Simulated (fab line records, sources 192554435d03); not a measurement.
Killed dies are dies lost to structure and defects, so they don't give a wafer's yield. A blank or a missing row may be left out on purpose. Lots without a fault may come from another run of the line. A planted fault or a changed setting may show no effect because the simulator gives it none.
fab line records | flow n5_finfet | part 2 of 2: steps 22 to 28 of 28
record lots=5 wafers=15 last_day=17
route steps=1938 shown SPACER0@258 SD_EPI_N@262
lots that met no fault: from a run of the same line without faults
start_h: hours from the record's first day to the start of the lot's first wafer shown | wait_h: hours since the lot's step before | " the same as in the row above | L1.1+2: a row that stands for several wafers | - no value, or no start given | * or withheld: withheld | < > ~ a bound
route shown NAME@n: a module of which the file shows steps, and the number in the route of the first | usual: mean/standard deviation of fault-free wafers | same: alike in all rows | chamber/n: place in a boat | sites: the reading at each site | _std_site: their standard deviation | _edge_site: outer sites' mean less inner sites' | radius_mm: how far each site lies from the wafer's centre | mask NAME#n: copy n | behind: the tool/chamber that last shaped the wafer | hold: why the lot was held/for how many hours/how that ended | device: the transistor (n, p or np) that didn't switch | end of line: the same wafers' tests at the end of the route | a step without rows: its recipe alone | killed: dies lost to structure and defects at the first sort, not the wafer's yield | map: a wafer's dies, x killed, . not, _ none there
set.NAME: the setting as run; set.NAME@STEP: as run at that earlier step | model.NAME: the simulator's own value behind a step, which no gauge read
lots at some steps of the route; a table a step, a row a wafer
services: from which hour (start_h, from the record's first day; less than 0 if before it) a tool's chamber was out of use, for how many hours, and why
## steps
# step N5_SD_EPI_N_ETCH_16
# recipe chemistry=CHF3/O2 target=SiO2 target_depth_a=50 mask_material=SOC pressure_mtorr=30 source_w=650 bias_w=170 Ar_flow_sccm=200 CHF3_flow_sccm=50 O2_flow_sccm=5 ion_energy_ev=200
# usual drypump_motor_current_A=6.0/0.44 oes_product_au=0.76/0.081 rf_vpp_V=520/9.4 showerhead_plenum_p_Torr=2.40/0.071 throttle_valve_pct=18.83/0.25
# columns lot.wafer tool chamber start_h wait_h drypump_motor_current_A oes_product_au rf_hours_counter_h rf_vpp_V showerhead_plenum_p_Torr throttle_valve_pct
L077.1 rie_diel-04 1 67.40 0.1 6.1 0.73 186 523 2.48 18.62
L077.4 " 2 " " 6.4 0.73 171 514 2.39 19.06
L077.6 " 0 " " 6.6 0.71 - 532 2.50 18.65
L078.1 rie_diel-04 2 74.48 0.1 6.4 0.72 173 514 2.38 19.06
L078.4 " 0 " " 6.6 0.72 179 531 2.50 18.65
L078.5 " 2 " " 6.4 0.73 - 514 2.38 19.07
L083.1 rie_diel-03 2 104.46 0.1 6.0 0.73 198 526 2.50 19.43
L083.3 " 0 " " 5.4 0.75 161 522 2.41 18.90
L083.5 " 2 " " 6.0 0.72 - 525 2.50 19.43
L088.2 rie_diel-05 1 136.76 0.1 5.0 0.71 179 507 2.40 18.70
L088.3 " 2 " " 5.9 0.69 229 515 2.28 18.99
L088.6 " 2 " " 5.9 0.70 - 516 2.28 19.00
L093.2 rie_diel-04 1 165.85 0.1 6.1 0.69 223 521 2.47 18.69
L093.3 " 3 " " 6.1 0.79 113 536 2.34 18.68
L093.5 " 1 " " 6.1 0.69 - 521 2.47 18.68
# step N5_SD_EPI_N_STRIP_47
# recipe chemistry=CHF3/O2 resist=SiARC rf_frequency_hz=6e+07
# columns lot.wafer tool chamber start_h wait_h
L077.1+4+6 rie_diel-04 1,2,0 67.44 0.0
L078.1+4+5 rie_diel-04 2,0,2 74.52 0.0
L083.1+3+5 rie_diel-03 2,0,2 104.50 0.0
L088.2+3+6 rie_diel-05 1,2,2 136.80 0.0
L093.2+3+5 rie_diel-04 1,3,1 165.89 0.0
# step N5_SD_EPI_N_SD_RECESS_17
# recipe chemistry=HBr/Cl2/O2 target_depth_a=410 mask_material=SOC time_s=23.7 bt_time_s=3 pressure_mtorr=10 icp_w=800 bias_w=112 HBr_flow_sccm=150 Cl2_flow_sccm=80 O2_flow_sccm=12
# usual drypump_motor_current_A=5.8/0.49 he_backside_leak_sccm=2.7/0.34 oes_product_au=1.001/0.015 throttle_valve_pct=37.10/0.29
# columns lot.wafer tool chamber start_h wait_h drypump_motor_current_A he_backside_leak_sccm oes_product_au rf_hours_counter_h throttle_valve_pct
L077.1 rie_si-06 3 67.47 0.0 6.1 3.3 0.989 51 37.30
L077.4 " 2 " " 5.5 2.3 0.990 31 37.39
L077.6 " 1 " " 6.1 2.5 1.039 - 36.90
L078.1 rie_si-06 1 74.56 0.0 6.1 2.5 1.038 59 36.90
L078.4 " 0 " " 5.2 3.0 1.009 167 37.21
L078.5 " 3 " " 6.1 3.1 0.992 - 37.30
L083.1 rie_si-01 3 104.53 0.0 5.8 2.5 0.992 1 37.28
L083.3 " 1 " " 5.8 2.9 1.000 67 36.16
L083.5 " 0 " " 6.1 3.0 0.987 - 37.42
L088.2 rie_si-05 0 136.83 0.0 6.4 2.9 0.997 112 37.10
L088.3 " 2 " " 6.4 3.1 0.981 94 37.07
L088.6 " 3 " " 5.2 2.3 1.005 - 37.04
L093.2 rie_si-05 0 165.94 0.0 6.4 2.8 1.003 112 37.11
L093.3 " 1 " " 5.0 3.2 1.012 60 37.02
L093.5 " 1 " " 5.0 3.3 1.009 - 37.04
# step N5_SD_EPI_N_STRIP_38
# recipe chemistry=N2/H2 power_w=1000 temp_c=250 h2_frac=0.65 overash_fraction=0.3 pressure_mtorr=withheld n2_flow_sccm=1750 h2_flow_sccm=3250
# usual drypump_motor_current_A=5.7/0.59 heater_power_w=318/30 n2_flow_sccm=1751/5.2 oes_product_au=0.759/0.011 temp_c=250.00/0.21
# columns lot.wafer tool chamber start_h wait_h drypump_motor_current_A heater_power_w n2_flow_sccm oes_product_au rf_hours_counter_h temp_c
L077.1 plasma_asher-02 1 67.57 0.1 5.2 313 1746 0.780 84 249.93
L077.4 " 1 " " 5.2 314 1744 0.757 - 250.04
L077.6 " 0 " " 6.7 324 1749 0.752 - 249.81
L078.1 plasma_asher-02 1 74.65 0.1 5.2 308 1753 0.756 86 250.18
L078.4 " 1 " " 5.2 302 1752 0.764 - 250.13
L078.5 " 0 " " 6.7 333 1753 0.750 - 249.95
L083.1 plasma_asher-01 1 104.63 0.1 5.8 355 1752 0.761 40 249.90
L083.3 " 1 " " 5.8 361 1755 0.759 - 249.79
L083.5 " 1 " " 5.7 360 1761 0.755 - 249.67
L088.2 plasma_asher-02 0 136.92 0.1 6.7 326 1747 0.761 98 249.92
L088.3 " 1 " " 5.2 314 1754 0.745 - 249.95
L088.6 " 1 " " 5.2 318 1760 0.781 - 249.99
L093.2 plasma_asher-02 0 166.03 0.1 6.7 326 1753 0.748 103 249.48
L093.3 " 1 " " 5.2 306 1750 0.765 - 250.07
L093.5 " 1 " " 5.2 312 1743 0.760 - 250.04
# step N5_SD_EPI_N_WET_ETCH_43
# recipe chemistry=dHF dilution=withheld time_s=14 target=SiO2 target_depth_a=15 temp_c=25
# usual temp_c=25.01/0.1
# columns lot.wafer tool chamber start_h wait_h temp_c
L077.1 wet_bench-04 0 67.65 - 25.04
L077.4 " 7 " " 24.82
L077.6 " 4 " " 25.04
L078.1 wet_bench-04 6 74.74 - 24.94
L078.4 " 0 " " 24.79
L078.5 " 4 " " 24.92
L083.1 wet_bench-04 0 104.71 - 25.10
L083.3 " 6 " " 25.00
L083.5 " 7 " " 25.09
L088.2 wet_bench-03 6 137.01 - 25.22
L088.3 " 7 " " 25.06
L088.6 " 5 " " 25.03
L093.2 wet_bench-03 5 166.12 - 24.97
L093.3 " 2 " " 24.98
L093.5 " 3 " " 24.94
# step N5_SD_EPI_N_STRIP_18
# recipe chemistry=SPM time_s=750 temp_c=130 h2so4_h2o2_vol_ratio=4
# usual bath_guard_temp_C=130.1/0.58 bath_heat_duty_pct=15.3/1.7 temp_c=130.00/0.13
# columns lot.wafer tool chamber start_h wait_h bath_guard_temp_C bath_heat_duty_pct temp_c
L077.1 wet_bench-04 0 67.66 0.0 130.1 15.1 130.15
L077.4 " 7 " " 129.9 17.5 129.86
L077.6 " 4 " " 130.1 19.0 129.83
L078.1 wet_bench-04 6 74.74 0.0 129.7 15.7 129.77
L078.4 " 0 " " 129.6 16.3 129.83
L078.5 " 4 " " 130.2 17.6 130.02
L083.1 wet_bench-04 0 104.72 0.0 129.8 14.8 130.02
L083.3 " 6 " " 129.7 16.7 130.07
L083.5 " 7 " " 130.2 17.0 129.85
L088.2 wet_bench-03 6 137.02 0.0 129.5 17.4 130.12
L088.3 " 7 " " 130.3 14.2 130.00
L088.6 " 5 " " 130.3 15.9 130.23
L093.2 wet_bench-03 5 166.13 0.0 130.4 15.2 129.92
L093.3 " 2 " " 131.1 14.0 130.02
L093.5 " 3 " " 130.4 16.3 129.82
# step N5_SD_EPI_N_SRD_20
# recipe dry=ipa_marangoni do_ppb=5 time_s=30 temp_c=23 rinse_liquid=diw
# usual bath_heat_duty_pct=3.8/0.49 temp_c=22.99/0.11
# columns lot.wafer tool chamber start_h wait_h bath_heat_duty_pct temp_c
L077.1 wet_bench-04 0 67.87 0.0 4.7 23.03
L077.4 " 7 " " 4.2 22.95
L077.6 " 4 " " 3.9 22.94
L078.1 wet_bench-04 6 74.95 0.0 3.1 22.81
L078.4 " 0 " " 3.8 23.05
L078.5 " 4 " " 4.1 23.15
L083.1 wet_bench-04 0 104.95 0.0 3.8 23.18
L083.3 " 6 " " 3.6 22.76
L083.5 " 7 " " 4.3 23.17
L088.2 wet_bench-03 6 137.23 0.0 3.9 23.25
L088.3 " 7 " " 3.7 22.99
L088.6 " 5 " " 3.9 22.87
L093.2 wet_bench-03 5 166.34 0.0 3.5 22.81
L093.3 " 2 " " 4.2 22.80
L093.5 " 3 " " 4.7 23.04
## services
# columns tool chamber start_h hours kind
arfi_scanner-02 - 42.05 0.8 pm
ald_sin-04 1 44.29 13.1 repair
ald_sin-02 0 52.12 9.3 repair
arfi_scanner-03 - 52.55 0.8 pm
arfi_scanner-02 - 58.00 3.8 repair
arfi_scanner-02 - 69.04 3.1 pm
ald_sin-01 0 75.08 15.8 repair
plasma_asher-02 - 78.45 1.9 repair
arfi_scanner-03 - 78.87 1.0 pm
ald_sin-04 - 80.53 2.8 pm
ald_sin-01 - 86.57 14.0 pm
rie_diel-03 - 95.44 6.3 repair
arfi_scanner-03 - 96.96 1.3 pm
arfi_scanner-03 - 101.22 6.1 repair
rie_diel-04 1 111.29 4.4 repair
arfi_scanner-03 - 112.14 2.0 repair
arfi_scanner-03 - 123.82 1.5 pm
rie_si-05 - 127.91 2.8 pm
rie_si-06 3 128.35 1.9 repair
arfi_scanner-03 - 137.11 4.9 pm
rie_diel-04 0 137.60 42.6 repair
arfi_scanner-02 - 142.95 2.5 repair
arfi_scanner-03 - 146.17 2.3 repair
ald_sin-04 - 147.83 1.5 repair
